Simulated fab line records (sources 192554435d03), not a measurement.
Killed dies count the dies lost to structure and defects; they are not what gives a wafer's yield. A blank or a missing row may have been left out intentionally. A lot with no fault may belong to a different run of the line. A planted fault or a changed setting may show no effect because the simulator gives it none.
Chamber matching	flow n5-finfet	4 sister chambers for N5_DUMMY_GATE_ALD_02 on ald-sin-04
The step deposits SiO2, target thk 2 nm, pulse time 1 s. 14 wafers are shown with their chamber, then 7 later ones without.

## EACH WAFER AND ITS CHAMBER
wafer	chamber	heater-power-w (W)	precursor-pulse-height-rel
L089.2	2	472	0.996
L089.5	0	536	0.995
L089.6	3	402	1.004
L090.1	1	485	0.991
L090.3	2	491	0.994
L090.4	0	530	0.992
L091.1	3	402	0.974
L091.2	0	529	1.000
L091.3	2	484	1.007
L093.1	1	481	1.004
L093.2	0	533	1.013
L093.4	3	392	1.009
L095.1	0	541	0.991
L095.2	2	493	0.989

SIGNATURES (means of the wafers above)
reading	chamber 0	chamber 1	chamber 2	chamber 3	scatter within a chamber
heater-power-w	533.80	483.00	485.00	398.67	6.63
precursor-pulse-height-rel	0.99820	0.99750	0.99650	0.99567	0.0114
Rule: a wafer's distance from a chamber is the root of the sum, over the readings, of the square of ((its reading less the chamber's mean) divided by the reading's scatter). If the next closest chamber is less than 2 further off than the closest, the wafer can't be placed; otherwise it belongs to the closest. The scatter is the square root of a quotient: the sum, over the shown wafers, of each reading's squared deviation from its chamber's mean, divided by wafers minus chambers.

## WAFERS WITHOUT THEIR CHAMBER
wafer	heater-power-w (W)	precursor-pulse-height-rel
L095.3	499	0.990
L095.4	487	1.028
L095.5	493	0.991
L095.6	536	1.025
L097.2	404	0.989
L097.3	537	0.986
L097.5	489	1.005

## EACH ONE'S CHAMBER
wafer	from the rows above	in truth
L095.3	can't be placed: 2 or 1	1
L095.4	can't be placed: 1 or 2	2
L095.5	can't be placed: 2 or 1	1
L095.6	0	0
L097.2	3	3
L097.3	0	0
L097.5	can't be placed: 2 or 1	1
Correct placement for 3 of the 7. These rows do not allow placing 4 (true chamber among the candidates in 4). Placed wrongly: 0.
